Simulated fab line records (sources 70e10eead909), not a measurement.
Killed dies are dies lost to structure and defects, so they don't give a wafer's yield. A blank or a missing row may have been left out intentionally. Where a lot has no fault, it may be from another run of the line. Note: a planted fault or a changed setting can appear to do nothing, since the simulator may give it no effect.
fab line records ; flow nand_harc
[record] lots = 11; wafers = 33; last_day = 33
route steps=1302 shown P_CONTACT@241 P_M0@267 END@1302
lots untouched by any fault: they come from a run of this same line in which no faults occurred
start_h: start of the lot's first displayed wafer, in hours after the record's first day ; wait_h: hours elapsed since this lot's preceding step ; " repeats the value in the row above ; L1.1+2: a single row standing in for several wafers ; - either no value or no given start ; * or withheld: withheld ; < > ~ a bound
route shown NAME@n: NAME is a module with steps in the file, n the number in the route of the first one ; usual: mean/standard deviation taken from wafers without a fault ; same: alike in all rows ; chamber/n: place in a boat ; sites: per-site readings ; _std_site: standard deviation of those values ; _edge_site: mean of outer sites minus mean of inner sites ; radius_mm: for every site, how far away it sits from the centre of the wafer ; mask NAME#n: copy n ; behind: tool/chamber where the wafer was last shaped ; hold: cause of the lot's hold/its duration in hours/its outcome ; device: which transistor (n, p or np) failed to switch ; end of line: the same wafers' tests at the end of the route ; a step with no rows: only its recipe ; killed: the dies lost at the first sort to structure and to defects; this is not the yield of the wafer ; map: shows each die of a wafer: x if killed, . if not, _ if none is there
set.NAME: setting as actually run; set.NAME@STEP: the setting as run at that earlier step ; model.NAME: the simulator's own value behind a step, which no gauge read
route steps across a sampled set of lots; one table per step, one row per wafer
services: from which hour (start_h, from the record's first day; less than 0 if before it) a tool's chamber was out of use, for how many hours, and why
[[steps]]
[step NHARC_P_CONTACT_CD_MEAS_19]
[usual] cd_nm = 89.9/1.6
lot.wafer;tool;chamber;start_h;wait_h;cd_nm
L592.1;cd_sem-01;-;122.37;-;88.9
L592.3;cd_sem-01;-;122.37;-;89.2
L592.4;cd_sem-01;-;122.37;-;87.1
L593.2;cd_sem-01;-;132.06;-;89.9
L593.3;cd_sem-01;-;132.06;-;90.0
L593.6;cd_sem-01;-;132.06;-;89.8
L594.2;cd_sem-03;-;146.00;-;91.0
L594.3;cd_sem-03;-;146.00;-;89.7
L594.5;cd_sem-03;-;146.00;-;89.7
L597.1;cd_sem-01;-;169.53;-;90.6
L597.5;cd_sem-01;-;169.53;-;93.3
L597.6;cd_sem-01;-;169.53;-;90.3
L599.1;cd_sem-03;-;201.89;-;88.7
L599.3;cd_sem-03;-;201.89;-;90.6
L599.6;cd_sem-03;-;201.89;-;89.5
L601.1;cd_sem-03;-;216.46;-;90.3
L601.5;cd_sem-03;-;216.46;-;89.4
L601.6;cd_sem-03;-;216.46;-;90.1
L602.1;cd_sem-01;-;224.93;-;90.8
L602.2;cd_sem-01;-;224.93;-;91.4
L602.3;cd_sem-01;-;224.93;-;90.8
L606.3;cd_sem-02;-;260.53;-;89.2
L606.4;cd_sem-02;-;260.53;-;89.0
L606.6;cd_sem-02;-;260.53;-;88.4
L607.1;cd_sem-03;-;266.68;-;89.1
L607.2;cd_sem-03;-;266.68;-;88.7
L607.3;cd_sem-03;-;266.68;-;89.1
L613.1;cd_sem-03;-;338.85;-;90.4
L613.2;cd_sem-03;-;338.85;-;85.3
L613.3;cd_sem-03;-;338.85;-;86.2
L614.1;cd_sem-03;-;344.02;-;89.5
L614.2;cd_sem-03;-;344.02;-;89.7
L614.4;cd_sem-03;-;344.02;-;88.2
[step NHARC_P_M0_ETCH_34]
[recipe] target_depth_a = 400; overetch_a = 120; time_s = 43.94; ion_energy_ev = 200; n2_flow_sccm = 150; h2_flow_sccm = 150; ar_flow_sccm = 0; rf_w = 400; bias_w = 150; chemistry = N2/H2
[usual] chamber_pressure_mTorr = 29.999/0.029; drypump_motor_current_A = 5.8/0.37; oes_product_au = 0.999/0.0086; rf_vpp_V = 429.7/2.5; showerhead_plenum_p_Torr = 2.01/0.084; throttle_valve_pct = 14.172/0.0084
lot.wafer;tool;chamber;start_h;wait_h;chamber_pressure_mTorr;drypump_motor_current_A;oes_product_au;rf_hours_counter_h;rf_vpp_V;showerhead_plenum_p_Torr;throttle_valve_pct
L592.3;rie_diel-04;1;125.77;0.1;30.012;5.5;1.005;41;432.2;2.02;14.161
L592.4;rie_diel-04;2;125.77;0.1;29.970;6.1;1.003;31;429.1;2.00;14.175
L592.1;rie_diel-04;3;125.77;0.1;30.016;5.5;0.986;30;433.4;2.11;14.193
L593.3;rie_diel-04;1;135.44;0.1;30.014;5.5;1.008;43;429.5;2.02;14.174
L593.2;rie_diel-04;2;135.44;0.1;29.974;6.1;1.006;33;430.3;2.00;14.185
L593.6;rie_diel-04;0;135.44;0.1;30.019;5.2;0.996;-;436.3;2.20;14.187
L594.2;rie_diel-13;2;149.56;0.1;29.997;6.3;0.990;24;427.8;1.94;14.171
L594.3;rie_diel-13;0;149.56;0.1;30.041;5.4;1.003;29;425.5;1.88;14.181
L594.5;rie_diel-13;3;149.56;0.1;30.032;5.8;0.996;-;431.5;2.04;14.178
L597.1;rie_diel-04;0;173.51;0.1;29.973;5.1;0.992;56;434.4;2.20;14.186
L597.6;rie_diel-04;2;173.51;0.1;29.998;6.1;1.012;-;428.3;1.99;14.171
L597.5;rie_diel-04;0;173.51;0.1;30.000;5.1;0.994;-;435.6;2.20;14.177
L599.1;rie_diel-08;2;205.17;0.1;30.046;5.9;1.009;2;431.2;2.02;14.170
L599.3;rie_diel-08;1;205.17;0.1;30.009;5.9;0.993;2;431.6;2.08;14.173
L599.6;rie_diel-08;3;205.17;0.1;30.028;5.8;0.995;-;430.4;2.02;14.158
L601.1;rie_diel-13;1;219.72;0.1;29.955;6.1;0.988;9;428.9;1.95;14.181
L601.6;rie_diel-13;0;219.72;0.1;30.021;5.4;0.999;-;426.7;1.88;14.163
L601.5;rie_diel-13;1;219.72;0.1;30.029;6.2;0.977;-;428.5;1.95;14.192
L602.1;rie_diel-13;0;228.31;0.1;29.946;5.4;1.000;11;426.0;1.88;14.173
L602.3;rie_diel-13;1;228.31;0.1;30.019;6.2;0.998;11;427.9;1.95;14.172
L602.2;rie_diel-13;2;228.31;0.1;30.003;6.3;1.004;11;425.9;1.94;14.171
L606.4;rie_diel-13;0;264.16;0.1;29.982;5.4;0.995;12;426.8;1.88;14.182
L606.3;rie_diel-13;1;264.16;0.1;30.032;6.2;0.991;12;428.6;1.95;14.172
L606.6;rie_diel-13;1;264.16;0.1;29.966;6.2;0.995;-;427.2;1.95;14.164
L607.3;rie_diel-13;2;269.96;0.1;29.980;6.3;1.000;13;426.1;1.94;14.182
L607.1;rie_diel-13;3;269.96;0.1;29.994;5.8;1.006;12;429.7;2.03;14.163
L607.2;rie_diel-13;1;269.96;0.1;30.049;6.2;0.997;13;428.2;1.95;14.169
L613.2;rie_diel-04;3;342.24;0.1;29.983;5.4;0.992;47;431.5;2.09;14.177
L613.1;rie_diel-04;0;342.24;0.1;29.941;5.2;0.996;46;433.8;2.18;14.157
L613.3;rie_diel-04;1;342.24;0.1;30.004;5.5;1.005;52;430.4;2.00;14.169
L614.4;rie_diel-08;2;347.27;0.1;29.948;5.9;1.008;43;428.2;2.00;14.181
L614.1;rie_diel-08;3;347.27;0.1;29.993;5.8;0.989;38;431.8;2.00;14.171
L614.2;rie_diel-08;0;347.27;0.1;30.010;5.3;1.011;38;428.1;1.92;14.160
[step NHARC_P_M0_PVD_20]
[recipe] target_thk_a = 50; bias_v = 168.6; power_w = 15000; chamber_pressure_pa = 0.12; time_s = 8.06; substrate_temp_c = 50; material = TaN
[usual] throttle_valve_pct = 29.8/0.85
lot.wafer;tool;chamber;start_h;wait_h;throttle_valve_pct
L592.3;pvd_sputter-01;-;-;-;30.6
L592.1;pvd_sputter-01;-;-;-;31.0
L592.4;pvd_sputter-01;-;-;-;28.2
L593.3;pvd_sputter-03;-;-;-;29.8
L593.2;pvd_sputter-03;-;-;-;29.7
L593.6;pvd_sputter-03;-;-;-;29.8
L594.3;pvd_sputter-02;-;-;-;31.4
L594.2;pvd_sputter-02;-;-;-;29.4
L594.5;pvd_sputter-02;-;-;-;31.4
L597.1;pvd_sputter-01;-;-;-;29.4
L597.5;pvd_sputter-01;-;-;-;30.8
L597.6;pvd_sputter-01;-;-;-;30.9
L599.3;pvd_sputter-03;-;-;-;29.2
L599.1;pvd_sputter-03;-;-;-;28.3
L599.6;pvd_sputter-03;-;-;-;30.3
L601.1;pvd_sputter-03;-;-;-;28.3
L601.6;pvd_sputter-03;-;-;-;29.6
L601.5;pvd_sputter-03;-;-;-;28.3
L602.1;pvd_sputter-01;-;-;-;27.9
L602.2;pvd_sputter-01;-;-;-;29.6
L602.3;pvd_sputter-01;-;-;-;30.1
L606.4;pvd_sputter-01;-;-;-;29.7
L606.3;pvd_sputter-01;-;-;-;30.4
L606.6;pvd_sputter-01;-;-;-;29.8
L607.1;pvd_sputter-01;-;-;-;29.6
L607.2;pvd_sputter-01;-;-;-;30.0
L607.3;pvd_sputter-01;-;-;-;30.8
L613.3;pvd_sputter-03;-;-;-;30.4
L613.1;pvd_sputter-03;-;-;-;30.1
L613.2;pvd_sputter-03;-;-;-;29.6
L614.4;pvd_sputter-03;-;-;-;29.5
L614.1;pvd_sputter-03;-;-;-;30.7
L614.2;pvd_sputter-03;-;-;-;30.0
[step NHARC_P_M0_ECD_22]
[recipe] target_thk_a = 4000; bath_temp_c = 25; material = Cu
lot.wafer;tool;chamber;start_h;wait_h
L592.1+3+4;ecd_cu-01;1,0,1;127.02;-
L593.2+3+6;ecd_cu-02;0,1,0;136.66;-
L594.2+3+5;ecd_cu-01;1,1,0;150.79;-
L597.1+6+5;ecd_cu-02;1,0,1;174.81;-
L599.1+3+6;ecd_cu-01;1,0,1;206.36;-
L601.1+6+5;ecd_cu-01;0,1,0;221.50;-
L602.1+2+3;ecd_cu-02;1,0,0;229.50;-
L606.3+4+6;ecd_cu-02;1,0,1;265.44;-
L607.2+1+3;ecd_cu-01;0,1,0;271.15;-
L613.2+1+3;ecd_cu-01;0,1,1;344.00;-
L614.2+1+4;ecd_cu-02;0,1,0;348.48;-
[step NHARC_P_M0_CMP_23]
[recipe] t_overpolish_s = 20; target_thk_nm = 117.54
[usual] motor_current_A = 12.2/1.4; time_to_endpoint_s = 26.3/2.1
lot.wafer;tool;chamber;start_h;wait_h;motor_current_A;time_to_endpoint_s
L592.1;cmp-04;3;127.69;-;11.0;25.6
L592.4;cmp-04;1;127.69;-;13.6;27.3
L592.3;cmp-04;2;127.69;-;11.3;29.3
L593.3;cmp-03;1;137.39;-;11.3;24.8
L593.2;cmp-03;2;137.39;-;12.6;26.9
L593.6;cmp-03;1;137.39;-;11.0;24.5
L594.2;cmp-03;2;151.50;-;12.6;25.8
L594.3;cmp-03;0;151.50;-;15.2;29.6
L594.5;cmp-03;1;151.50;-;11.1;28.4
L597.1;cmp-02;1;175.55;-;12.8;28.5
L597.6;cmp-02;3;175.55;-;13.0;26.9
L597.5;cmp-02;0;175.55;-;11.5;28.5
L599.3;cmp-03;3;207.09;-;12.4;27.1
L599.1;cmp-03;1;207.09;-;11.5;25.2
L599.6;cmp-03;0;207.09;-;15.6;27.0
L601.1;cmp-03;2;222.26;-;12.0;23.3
L601.6;cmp-03;3;222.26;-;12.3;27.8
L601.5;cmp-03;0;222.26;-;14.7;26.5
L602.1;cmp-02;0;230.22;-;11.2;27.0
L602.3;cmp-02;1;230.22;-;13.2;28.4
L602.2;cmp-02;3;230.22;-;12.9;29.7
L606.4;cmp-04;1;266.12;-;13.7;25.8
L606.3;cmp-04;2;266.12;-;11.5;22.8
L606.6;cmp-04;0;266.12;-;10.4;20.2
L607.3;cmp-04;1;271.91;-;13.8;13.8
L607.1;cmp-04;3;271.91;-;11.0;16.6
L607.2;cmp-04;0;271.91;-;11.1;23.7
L613.3;cmp-02;3;344.72;-;13.1;26.2
L613.1;cmp-02;1;344.72;-;13.2;26.4
L613.2;cmp-02;2;344.72;-;10.0;27.4
L614.2;cmp-03;2;349.23;-;12.8;27.9
L614.4;cmp-03;3;349.23;-;11.5;25.9
L614.1;cmp-03;0;349.23;-;14.9;29.0
[step NHARC_END_SORT_01]
[recipe] temp_c = 25
[usual] defect_limited_yield = 92.0/2.6; killed_at_array = 49/18; killed_at_other = 0.8/1; killed_at_periphery = 4.2/2.8; killed_dies = 54/18; killed_open = 3.0/1.7; killed_short = 2.5/1.6; sort_bin_2_pct = 2.8/1.2; sort_bin_3_pct = 0.6/0.37; sort_bin_4_pct = 4.6/1.5; sort_n_pass = 623/18; sort_rim_yield_pct = 92/4.2; sort_yield_pct = 92.0/2.6
[same] gross_dies = 677; sort_bin_5_pct[%] = 0; sort_bin_6_pct[%] = 0; sort_bin_7_pct[%] = 0; sort_bin_8_pct[%] = 0; sort_rim_n_gross = 106.00
lot.wafer;tool;chamber;start_h;wait_h;defect_limited_yield[%];killed_at_array;killed_at_other;killed_at_periphery;killed_dies;killed_open;killed_short;sort_bin_2_pct[%];sort_bin_3_pct[%];sort_bin_4_pct[%];sort_n_pass;sort_rim_yield_pct[%];sort_yield_pct[%]
L594.2;prober-02;0;614.29;2.8;96.3;15;2;8;25;4;3;0.4;0.1;3.1;652;97;96.3
L594.3;prober-02;0;615.08;3.1;95.0;17;3;14;34;2;2;1.2;0.6;3.2;643;94;95.0
L594.5;prober-02;0;616.66;3.7;94.7;21;1;14;36;5;3;1.3;0.1;3.8;641;92;94.7
L597.1;prober-02;0;621.22;2.5;90.3;62;2;2;66;0;3;4.4;0.7;4.6;611;91;90.3
L597.5;prober-02;0;624.45;3.7;88.9;69;1;5;75;3;2;3.0;0.9;7.2;602;96;88.9
L597.6;prober-02;0;625.26;4.0;90.4;61;1;3;65;3;6;3.4;0.6;5.6;612;82;90.4
L606.3;prober-01;0;713.23;3.1;88.5;74;0;4;78;3;2;3.0;1.8;6.8;599;85;88.5
L606.4;prober-01;0;714.04;3.4;88.3;76;1;2;79;2;4;4.0;1.6;6.1;598;90;88.3
L606.6;prober-01;0;715.65;4.0;88.0;75;2;4;81;8;1;4.6;0.6;6.8;596;81;88.0
L613.1;prober-02;0;775.49;2.5;89.7;67;0;3;70;4;3;3.7;1.0;5.6;607;88;89.7
L613.2;prober-02;0;776.29;2.8;89.8;66;0;3;69;3;4;2.2;0.7;7.2;608;89;89.8
L613.3;prober-02;0;777.09;3.1;94.4;33;0;5;38;4;2;2.5;0.1;3.0;639;88;94.4
L614.1;prober-02;0;798.20;2.5;94.2;36;0;3;39;2;2;2.1;0.6;3.1;638;91;94.2
L614.2;prober-02;0;799.00;2.8;90.3;62;3;1;66;1;2;4.3;0.9;4.6;611;98;90.3
L614.4;prober-02;0;800.59;3.4;92.3;50;1;1;52;2;3;2.2;0.7;4.7;625;91;92.3
// killed by level:class
L594.2 P_CONTACT:chamber_film_flake=3 P_M1:chamber_film_flake=3 A_CHANNEL_FILL_D1:chamber_film_flake=3 A_DECK1_JOINT:geometric_particle:open=2 A_CHANNEL_HOLE_D2:chamber_film_flake=2 A_SLIT:chamber_film_flake=2 THIN_TSV:chamber_film_flake=2 P_CONTACT:geometric_particle:open=1
L594.3 P_M1:chamber_film_flake=6 A_CHANNEL_HOLE_D2:chamber_film_flake=6 P_CONTACT:chamber_film_flake=5 THIN_TSV:chamber_film_flake=3 A_CHANNEL_HOLE_D1:chamber_film_flake=2 A_SGD_CUT:chamber_film_flake=2 P_GATE:geometric_particle:short=1 P_M0:geometric_particle:open=1
L594.5 A_CHANNEL_HOLE_D2:chamber_film_flake=6 P_M1:chamber_film_flake=5 P_GATE:chamber_film_flake=3 P_CONTACT:chamber_film_flake=3 A_CONTACT:chamber_film_flake=3 A_SGD_CUT:chamber_film_flake=3 A_WL_FILL:geometric_particle:open=2 P_CONTACT:geometric_particle:short=1
L597.1 A_CHANNEL_HOLE_D1:chamber_film_flake=34 A_SLIT:chamber_film_flake=12 A_CONTACT:chamber_film_flake=6 A_CHANNEL_HOLE_D2:chamber_film_flake=3 A_WL_FILL:chamber_film_flake=2 THIN_TSV:chamber_film_flake=2 P_M1:geometric_particle:short=1 A_CHANNEL_FILL_D1:geometric_particle:short=1
L597.5 A_CHANNEL_HOLE_D1:chamber_film_flake=38 A_SLIT:chamber_film_flake=14 A_CHANNEL_HOLE_D2:chamber_film_flake=7 A_SGD_CUT:chamber_film_flake=3 A_CONTACT:chamber_film_flake=2 P_CONTACT:geometric_particle:short=1 P_CONTACT:geometric_particle:open=1 P_M0:geometric_particle:open=1
L597.6 A_CHANNEL_HOLE_D1:chamber_film_flake=23 A_SLIT:chamber_film_flake=15 A_CONTACT:chamber_film_flake=6 A_SGD_CUT:chamber_film_flake=4 A_CHANNEL_HOLE_D2:chamber_film_flake=3 A_CHANNEL_HOLE_D1:geometric_particle:short=2 P_ZERO_WELL:chamber_film_flake=2 P_M2:geometric_particle:short=1
L606.3 A_CHANNEL_HOLE_D1:chamber_film_flake=31 A_SLIT:chamber_film_flake=17 A_STAIRCASE:chamber_film_flake=10 A_CHANNEL_HOLE_D2:chamber_film_flake=9 A_CONTACT:chamber_film_flake=3 P_GATE:geometric_particle:open=1 A_CHANNEL_HOLE_D1:geometric_particle:short=1 A_WL_FILL:geometric_particle:short=1
L606.4 A_SLIT:chamber_film_flake=35 A_CHANNEL_HOLE_D1:chamber_film_flake=19 A_CHANNEL_HOLE_D2:chamber_film_flake=9 A_CHANNEL_FILL_D2:chamber_film_flake=3 A_STAIRCASE:chamber_film_flake=2 P_M0:geometric_particle:short=1 A_CHANNEL_HOLE_D1:geometric_particle:open=1 A_ONON_D2:geometric_particle:short=1
L606.6 A_SLIT:chamber_film_flake=32 A_CHANNEL_HOLE_D1:chamber_film_flake=15 A_CHANNEL_HOLE_D2:chamber_film_flake=11 A_CONTACT:chamber_film_flake=4 A_STAIRCASE:chamber_film_flake=4 A_M0:geometric_particle:open=2 THIN_TSV:chamber_film_flake=2 P_M0:geometric_particle:open=1
L613.1 A_SLIT:chamber_film_flake=39 A_CHANNEL_HOLE_D2:chamber_film_flake=17 A_CONTACT:chamber_film_flake=2 P_M0:geometric_particle:open=1 A_SOURCE_PLATE:geometric_particle:open=1 A_SOURCE_PLATE:geometric_particle:short=1 A_ONON_D2:geometric_particle:open=1 A_SGD_CUT:geometric_particle:short=1
L613.2 A_CHANNEL_HOLE_D2:chamber_film_flake=33 A_SLIT:chamber_film_flake=20 A_CONTACT:chamber_film_flake=6 P_M0:geometric_particle:short=2 A_CHANNEL_HOLE_D1:geometric_particle:open=1 A_ONON_D2:geometric_particle:short=1 A_ONON_D2:geometric_particle:open=1 A_CHANNEL_HOLE_D2:geometric_particle:short=1
L613.3 A_SLIT:chamber_film_flake=12 A_CHANNEL_HOLE_D2:chamber_film_flake=11 P_ZERO_WELL:chamber_film_flake=3 A_CONTACT:chamber_film_flake=3 P_GATE:geometric_particle:open=1 P_M0:geometric_particle:short=1 A_SOURCE_PLATE:geometric_particle:short=1 A_ONON_D2:geometric_particle:open=1
L614.1 A_SLIT:chamber_film_flake=15 A_CHANNEL_HOLE_D1:chamber_film_flake=7 A_CONTACT:chamber_film_flake=5 A_SGD_CUT:chamber_film_flake=3 P_CONTACT:geometric_particle:short=1 P_M0:geometric_particle:open=1 A_CHANNEL_FILL_D1:geometric_particle:short=1 A_M1:geometric_particle:open=1
L614.2 A_SLIT:chamber_film_flake=36 A_CHANNEL_HOLE_D1:chamber_film_flake=10 A_CONTACT:chamber_film_flake=6 A_CHANNEL_HOLE_D2:chamber_film_flake=4 THIN_TSV:chamber_film_flake=3 A_WL_FILL:geometric_particle:short=1 A_BLC:geometric_particle:short=1 A_M0:geometric_particle:open=1
L614.4 A_CHANNEL_HOLE_D1:chamber_film_flake=19 A_SLIT:chamber_film_flake=16 A_CONTACT:chamber_film_flake=6 A_SGD_CUT:chamber_film_flake=2 P_M1:geometric_particle:open=1 A_DECK1_JOINT:geometric_particle:short=1 A_CHANNEL_FILL_D2:geometric_particle:short=1 A_SGD_CUT:geometric_particle:open=1
[[services]]
tool;chamber;start_h;hours;kind
rie_diel-04;2;117.62;6.3;repair
rie_diel-13;0;117.99;1.9;repair
ecd_cu-02;-;135.57;0.8;repair
rie_diel-13;1;155.61;11.6;repair
pvd_sputter-01;-;157.41;1.7;repair
ecd_cu-01;-;160.00;8.0;pm
cmp-03;-;162.26;4.0;pm
rie_diel-13;-;165.11;9.0;pm
cmp-03;-;167.10;0.3;repair
rie_diel-04;1;169.83;4.1;repair
pvd_sputter-03;-;173.99;10.0;pm
cmp-03;-;208.98;2.1;repair
rie_diel-13;3;212.55;5.3;repair
cmp-03;-;213.48;6.9;repair
pvd_sputter-01;-;229.43;10.0;pm
cmp-03;-;237.57;1.0;repair
ecd_cu-02;-;244.14;8.0;pm
cmp-03;-;252.52;0.3;repair
cmp-03;-;260.26;4.0;pm
cmp-03;-;282.06;4.3;repair
ecd_cu-01;-;290.03;0.3;repair
ecd_cu-01;-;336.00;8.0;pm
rie_diel-13;-;342.28;9.0;pm
ecd_cu-02;-;343.35;1.9;repair
[[key]]
[first_sign] step = NHARC_P_M0_CMP_23; reading = time_to_endpoint_s; direction = down; sigmas = 5.3; usual = *; struck = *
effect none on later readings
met_at NHARC_P_M0_ECD_22
struck_lots L607
struck_wafers L607.1,L607.3
not_acting_at NHARC_P_CONTACT_CD_MEAS_19,NHARC_P_M0_ETCH_34,NHARC_P_M0_PVD_20
onset_between 221.50 271.15
[fault] kind = process_parameter_drift; tool = ecd_cu-01; chamber = -; onset_h = 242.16; steps = NHARC_P_M0_ECD_22; channel = target_thk_a; offset = *; shape = step; end_h = 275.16; scope = struck_wafers_only; acts_in = *; stated = *
